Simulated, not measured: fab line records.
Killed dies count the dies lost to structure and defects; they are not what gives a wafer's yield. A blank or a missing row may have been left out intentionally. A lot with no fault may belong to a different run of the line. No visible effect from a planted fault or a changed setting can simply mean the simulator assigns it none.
The tool behind it: which one? + flow n5-finfet + 8 lots with 24 wafers sampled at 9 steps, on a route of 1938 steps

WHAT THE GAUGES READ, wafer by wafer
N5_DUMMY_GATE_CD_MEAS_15: the cd target is 25.8 nm. Usual: cd-nm 25.09 nm, standard deviation 0.22.
| lot  | measured    | on        | cd-nm (nm)        | flag |
|------|-------------|-----------|-------------------|------|
| L451 | day 3 18:14 | cd-sem-02 | 25.19 24.55 25.25 |      |
| L452 | day 3 22:21 | cd-sem-01 | 25.07 25.24 24.70 |      |
| L455 | day 4 16:52 | cd-sem-02 | 25.30 25.47 25.09 |      |
| L457 | day 5 05:16 | cd-sem-01 | 25.13 25.05 25.14 |      |
| L458 | day 5 13:03 | cd-sem-02 | 25.27 24.94 25.01 |      |
| L461 | day 6 05:45 | cd-sem-02 | 24.88 24.70 24.86 |      |
| L463 | day 6 15:51 | cd-sem-01 | 25.06 25.16 24.84 |      |
| L471 | day 8 16:46 | cd-sem-02 | 25.08 24.79 25.21 |      |

N5_DUMMY_GATE_INSPECT_17: inspects for defects (brightfield). Usual: raw-defect-count 211, standard deviation 60.
| lot  | measured    | on                | raw-defect-count | flag |
|------|-------------|-------------------|------------------|------|
| L451 | day 3 18:19 | defect-inspect-01 | 354 229 237      |      |
| L452 | day 3 22:27 | defect-inspect-02 | 201 210 287      |      |
| L455 | day 4 16:58 | defect-inspect-01 | 221 175 193      |      |
| L457 | day 5 05:22 | defect-inspect-01 | 255 216 345      |      |
| L458 | day 5 13:08 | defect-inspect-02 | 186 180 197      |      |
| L461 | day 6 05:51 | defect-inspect-02 | 150 202 192      |      |
| L463 | day 6 15:57 | defect-inspect-01 | 205 702 751      | OFF  |
| L471 | day 8 16:51 | defect-inspect-02 | 205 219 273      |      |

N5_DUMMY_GATE_INSPECT_27: inspects for defects (brightfield). Usual: raw-defect-count 323, standard deviation 95.
| lot  | measured    | on                | raw-defect-count | flag |
|------|-------------|-------------------|------------------|------|
| L451 | day 3 19:31 | defect-inspect-02 | 558 352 346      |      |
| L452 | day 3 23:53 | defect-inspect-02 | 328 311 450      |      |
| L455 | day 4 18:08 | defect-inspect-02 | 316 257 306      |      |
| L457 | day 5 06:37 | defect-inspect-01 | 393 317 542      |      |
| L458 | day 5 14:49 | defect-inspect-01 | 260 284 317      |      |
| L461 | day 6 07:10 | defect-inspect-01 | 257 324 336      |      |
| L463 | day 6 17:35 | defect-inspect-02 | 320 756 893      | OFF  |
| L471 | day 8 18:02 | defect-inspect-01 | 255 300 410      |      |

N5_SPACER0_INSPECT_04: inspects for defects (darkfield). Usual: raw-defect-count 146, standard deviation 36.
| lot  | measured    | on                | raw-defect-count | flag |
|------|-------------|-------------------|------------------|------|
| L451 | day 3 20:40 | defect-inspect-01 | 230 139 151      |      |
| L452 | day 4 00:29 | defect-inspect-01 | 126 129 216      |      |
| L455 | day 4 19:08 | defect-inspect-01 | 150 138 114      |      |
| L457 | day 5 07:32 | defect-inspect-02 | 187 144 231      |      |
| L458 | day 5 15:28 | defect-inspect-01 | 136 127 154      |      |
| L461 | day 6 07:54 | defect-inspect-02 | 98 148 154       |      |
| L463 | day 6 18:18 | defect-inspect-02 | 126 655 717      | OFF  |
| L471 | day 8 18:38 | defect-inspect-01 | 148 128 145      |      |

N5_SD_EPI_N_INSPECT_11: inspects for defects (macro). Usual: raw-defect-count 2.2, standard deviation 1.3.
| lot  | measured    | on                | raw-defect-count | flag |
|------|-------------|-------------------|------------------|------|
| L451 | day 3 21:07 | defect-inspect-01 | 1 3 2            |      |
| L452 | day 4 00:57 | defect-inspect-02 | 3 4 2            |      |
| L455 | day 4 19:36 | defect-inspect-02 | 3 2 0            |      |
| L457 | day 5 07:52 | defect-inspect-02 | 1 5 2            |      |
| L458 | day 5 15:56 | defect-inspect-02 | 2 3 2            |      |
| L461 | day 6 08:21 | defect-inspect-02 | 2 5 1            |      |
| L463 | day 6 18:46 | defect-inspect-01 | 5 >300 >300      |      |
| L471 | day 8 18:58 | defect-inspect-02 | 2 3 2            |      |

N5_BEOL_M4_RC_MEAS_101. Usual: DIBL_N 35.9 mV/V, standard deviation 1.9; DIBL_P 35.8 mV/V, standard deviation 2.4; IOFF_N 0.15 nA/um, standard deviation 0.031; IOFF_P 0.21 nA/um, standard deviation 0.037; ION_N 672 uA/um, standard deviation 13; ION_P 462 uA/um, standard deviation 8.3; SS_N 71.5 mV/dec, standard deviation 0.72; SS_P 73.2 mV/dec, standard deviation 0.67; VT_N 250 mV, standard deviation 3.4; VT_P -250 mV, standard deviation 3.4.
| lot  | measured     | on        | DIBL_N (mV/V)  | DIBL_P (mV/V)  | IOFF_N (nA/um) | IOFF_P (nA/um) | ION_N (uA/um) | ION_P (uA/um) | SS_N (mV/dec)  | SS_P (mV/dec)  | VT_N (mV)   | VT_P (mV)      | flag |
|------|--------------|-----------|----------------|----------------|----------------|----------------|---------------|---------------|----------------|----------------|-------------|----------------|------|
| L451 | day 9 05:14  | prober-02 | 35.8 37.4 35.5 | 35.0 36.8 34.3 | 0.13 0.16 0.13 | 0.18 0.22 0.18 | 661 669 669   | 453 462 459   | 71.1 72.1 71.0 | 72.7 73.6 73.0 | 251 252 252 | -252 -250 -251 |      |
| L452 | day 9 12:59  | prober-01 | 37.3 36.3 36.6 | 37.0 33.6 35.0 | 0.16 0.15 0.14 | 0.24 0.19 0.21 | 672 658 661   | 469 450 461   | 71.5 72.1 72.0 | 73.0 73.0 73.7 | 253 252 251 | -246 -252 -251 |      |
| L455 | day 9 11:01  | prober-02 | 35.9 33.1 36.3 | 36.7 32.7 36.9 | 0.16 0.11 0.17 | 0.22 0.16 0.22 | 684 657 678   | 462 456 460   | 70.7 70.2 71.2 | 73.4 71.7 73.2 | 248 252 247 | -252 -254 -248 |      |
| L457 | day 10 04:37 | prober-02 | 37.3 40.0 34.2 | 35.6 39.7 33.6 | 0.15 0.20 0.11 | 0.20 0.27 0.18 | 661 683 652   | 455 464 455   | 72.2 73.4 71.5 | 73.8 73.9 72.0 | 252 248 255 | -250 -249 -252 |      |
| L458 | day 10 09:46 | prober-01 | 35.1 33.3 36.9 | 35.3 33.8 37.2 | 0.13 0.11 0.16 | 0.17 0.15 0.20 | 665 658 675   | 456 457 459   | 70.7 70.6 72.0 | 72.8 73.1 73.7 | 253 255 251 | -254 -257 -251 |      |
| L461 | day 11 05:10 | prober-01 | 36.8 35.0 34.6 | 38.0 35.3 36.1 | 0.17 0.14 0.14 | 0.24 0.20 0.21 | 676 655 679   | 465 459 470   | 71.6 71.8 71.0 | 73.1 73.2 73.0 | 249 253 249 | -245 -247 -246 |      |
| L463 | day 11 16:10 | prober-01 | 38.7 38.1 36.4 | 40.9 38.9 37.9 | 0.24 0.21 0.17 | 0.30 0.25 0.22 | 691 670 684   | 472 463 469   | 72.6 72.7 71.6 | 73.3 72.8 74.0 | 244 247 251 | -245 -244 -247 |      |
| L471 | day 14 01:53 | prober-02 | 34.6 36.8 36.9 | 33.6 35.7 35.7 | 0.13 0.17 0.16 | 0.20 0.23 0.23 | 674 690 682   | 473 475 473   | 70.6 71.4 71.3 | 72.7 73.0 72.5 | 250 249 253 | -251 -247 -247 |      |

WHAT TOOL EACH LOT RAN ON (gives the tool, then ch and the chambers of the sampled wafers, and finally the start)
| lot  | N5_DUMMY_GATE_PECVD_30         | N5_DUMMY_GATE_ETCH_36             | N5_DUMMY_GATE_ETCH_23           |
|------|--------------------------------|-----------------------------------|---------------------------------|
| L451 | pecvd-04 ch 0,1,2, day 3 17:47 | rie-diel-03 ch 0,1,2, day 3 18:28 | rie-si-01 ch 2,3, day 3 19:04   |
| L452 | pecvd-02 ch 0,2, day 3 21:53   | rie-diel-03 ch 2,3, day 3 22:35   | rie-si-02 ch 0,3, day 3 23:26   |
| L455 | pecvd-04 ch 0,2, day 4 16:32   | rie-diel-01 ch 0,2,3, day 4 17:05 | rie-si-02 ch 0,1,2, day 4 17:41 |
| L457 | pecvd-03 ch 0,1,2, day 5 04:49 | rie-diel-02 ch 0,1, day 5 05:32   | rie-si-04 ch 0,1,3, day 5 06:08 |
| L458 | pecvd-02 ch 0,1,2, day 5 12:43 | rie-diel-02 ch 0,1,3, day 5 13:26 | rie-si-02 ch 0,1, day 5 14:19   |
| L461 | pecvd-03 ch 0,1,2, day 6 05:26 | rie-diel-03 ch 0,1, day 6 06:05   | rie-si-02 ch 1,2, day 6 06:41   |
| L463 | pecvd-02 ch 1,2, day 6 15:32   | rie-diel-03 ch 0,1,2, day 6 16:05 | rie-si-04 ch 0,1,3, day 6 16:58 |
| L471 | pecvd-04 ch 0,1, day 8 16:26   | rie-diel-01 ch 0,2,3, day 8 16:59 | rie-si-04 ch 2,3, day 8 17:35   |
- N5_DUMMY_GATE_PECVD_30: deposits SiO2 from TEOS/O2, target thk 55 nm, time 10.8 s.
- N5_DUMMY_GATE_ETCH_36: etches SiARC in CF4, target depth 13 nm.
- N5_DUMMY_GATE_ETCH_23: etches poly-Si in HBr/Cl2/O2, target depth 41 nm, time 22.3 s.

WHAT THE TOOLS THEMSELVES READ (means of the sampled wafers that have a number; where no wafer has one, the mark that the record gives instead)
N5_DUMMY_GATE_ETCH_36. Usual: drypump-motor-current-A 5.5 A, standard deviation 0.49; oes-product-au 0.79 a.u., standard deviation 0.071; rf-fwd-power-W 538.7 W, standard deviation 2.5; rf-vpp-V 184.4 V, standard deviation 1.3; showerhead-plenum-p-Torr 2.17 Torr, standard deviation 0.086; throttle-valve-pct 15.67 %, standard deviation 0.2.
| lot  | tool        | drypump-motor-current-A (A) | oes-product-au (a.u.) | rf-fwd-power-W (W) | rf-vpp-V (V) | showerhead-plenum-p-Torr (Torr) | throttle-valve-pct (%) | flag |
|------|-------------|-----------------------------|-----------------------|--------------------|--------------|---------------------------------|------------------------|------|
| L451 | rie-diel-03 | 5.7                         | 0.77                  | 536.0              | 183.8        | 2.18                            | 15.69                  |      |
| L452 | rie-diel-03 | 6.2                         | 0.78                  | 535.6              | 184.6        | 2.24                            | 15.46                  |      |
| L455 | rie-diel-01 | 5.4                         | 0.73                  | 539.7              | 183.4        | 2.13                            | 15.79                  |      |
| L457 | rie-diel-02 | 5.2                         | 0.75                  | 539.2              | 184.0        | 2.11                            | 15.63                  |      |
| L458 | rie-diel-02 | 5.3                         | 0.79                  | 539.2              | 183.6        | 2.15                            | 15.54                  |      |
| L461 | rie-diel-03 | 5.2                         | 0.75                  | 537.2              | 184.5        | 2.15                            | 15.86                  |      |
| L463 | rie-diel-03 | 5.6                         | 0.74                  | 535.9              | 184.9        | 2.18                            | 15.74                  |      |
| L471 | rie-diel-01 | 5.4                         | 0.81                  | 539.9              | 185.1        | 2.21                            | 15.67                  |      |

N5_DUMMY_GATE_ETCH_23. Usual: drypump-motor-current-A 5.6 A, standard deviation 0.43; he-backside-leak-sccm 2.69 sccm, standard deviation 0.25; oes-product-au 1.003 a.u., standard deviation 0.02; rf-fwd-power-W 794.8 W, standard deviation 2.4; throttle-valve-pct 37.2 %, standard deviation 0.47.
| lot  | tool      | drypump-motor-current-A (A) | he-backside-leak-sccm (sccm) | oes-product-au (a.u.) | rf-fwd-power-W (W) | throttle-valve-pct (%) | flag |
|------|-----------|-----------------------------|------------------------------|-----------------------|--------------------|------------------------|------|
| L451 | rie-si-01 | 5.1                         | 2.88                         | 1.015                 | 793.5              | 36.9                   |      |
| L452 | rie-si-02 | 5.5                         | 2.79                         | 0.985                 | 795.3              | 37.2                   |      |
| L455 | rie-si-02 | 5.9                         | 2.75                         | 1.003                 | 796.5              | 37.0                   |      |
| L457 | rie-si-04 | 5.9                         | 2.68                         | 1.026                 | 792.9              | 37.1                   |      |
| L458 | rie-si-02 | 5.7                         | 3.00                         | 0.992                 | 793.9              | 37.0                   |      |
| L461 | rie-si-02 | 6.1                         | 2.70                         | 1.017                 | 792.4              | 36.8                   |      |
| L463 | rie-si-04 | 5.9                         | 2.58                         | 1.009                 | 794.5              | 37.1                   |      |
| L471 | rie-si-04 | 5.7                         | 2.70                         | 0.987                 | 797.2              | 36.8                   |      |

THE ANSWER, worked out from the rows above alone
Rule: a lot is off if the mean of its wafers that have a number lies more than 3 standard deviations from the usual mean. Also off: a lot with no number at a reading for which 4 or more lots have one. Where the step has rows for the other lots, those lots are counted as sound. After the gauges, taken in route order, come the tools' own readings; for these a lot's mean is taken, as printed above. At the first step where some lot is off, the reading lying furthest off is the one used; lots without a number count as furthest.
Off: L463, at N5_DUMMY_GATE_INSPECT_17 (raw-defect-count).
A tool fits if, at a process step before that reading, it ran every lot that is off, and no sound lot after the first of them. Not tried: the gauges at N5_DUMMY_GATE_INSPECT_17; whatever is off there is also off at N5_DUMMY_GATE_INSPECT_27, on other tools, and gauge error can't account for it. One candidate fits, namely pecvd-02 at N5_DUMMY_GATE_PECVD_30. A fault onset in the window from L458 (day 5 12:43, its last sound lot) to L463 (day 6 15:32, its first lot off) fits.

WHAT THE SIMULATOR HAD INSERTED
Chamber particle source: pecvd-02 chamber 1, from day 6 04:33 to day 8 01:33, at N5_DUMMY_GATE_PECVD_30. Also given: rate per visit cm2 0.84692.
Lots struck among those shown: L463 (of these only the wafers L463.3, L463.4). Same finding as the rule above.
